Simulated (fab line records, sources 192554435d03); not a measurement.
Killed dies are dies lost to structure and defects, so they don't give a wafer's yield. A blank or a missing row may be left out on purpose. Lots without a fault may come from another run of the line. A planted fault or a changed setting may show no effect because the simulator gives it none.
Chamber matching | flow n5_finfet | N5_ILD0_CMP_12 on cmp-04: 4 sister chambers
The step polishes SiNx, stops on poly-Si, t overpolish 6 s, target thk 17.67 nm. 4 wafers are shown with their chamber, then 8 later ones without.

WAFERS WITH THEIR CHAMBER
wafer  | chamber | motor_current_A (A)
L083.6 | 0       | 7.5
L085.5 | 1       | 9.5
L089.6 | 2       | 11.5
L091.2 | 3       | 8.5

WAFERS WITHOUT THEIR CHAMBER
wafer  | motor_current_A (A)
L091.4 | 10.9
L091.5 | 10.6
L092.2 | 10.5
L092.4 | 8.2
L092.5 | 7.2
L093.1 | 7.4
L093.4 | 10.8
L093.6 | 8.4

WHICH CHAMBER EACH WENT THROUGH
wafer  | from the rows above          | in truth
L091.4 | can't be placed: 2 or 1      | 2
L091.5 | can't be placed: 2 or 1      | 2
L092.2 | can't be placed: 1 or 2 or 3 | 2
L092.4 | can't be placed: 3 or 0 or 1 | 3
L092.5 | can't be placed: 0 or 3      | 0
L093.1 | can't be placed: 0 or 3      | 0
L093.4 | can't be placed: 2 or 1      | 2
L093.6 | can't be placed: 3 or 0 or 1 | 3
Placed correctly: 0 of 8. Can't be placed from these rows: 8 (the true chamber is among the candidates in 8). Placed wrongly: 0.
How it was worked out, from the rows above alone: a wafer's distance from a chamber is the root of the sum, over the readings, of the square of ((its reading less the chamber's mean) divided by the reading's scatter). The wafer belongs to the nearest chamber; if the next one is less than 2 further off, it can't be placed. A chamber's mean is the mean of its shown wafers. The scatter: with one shown wafer a chamber, the root of the mean of the squares of how far each hidden wafer lies from its nearest shown one.
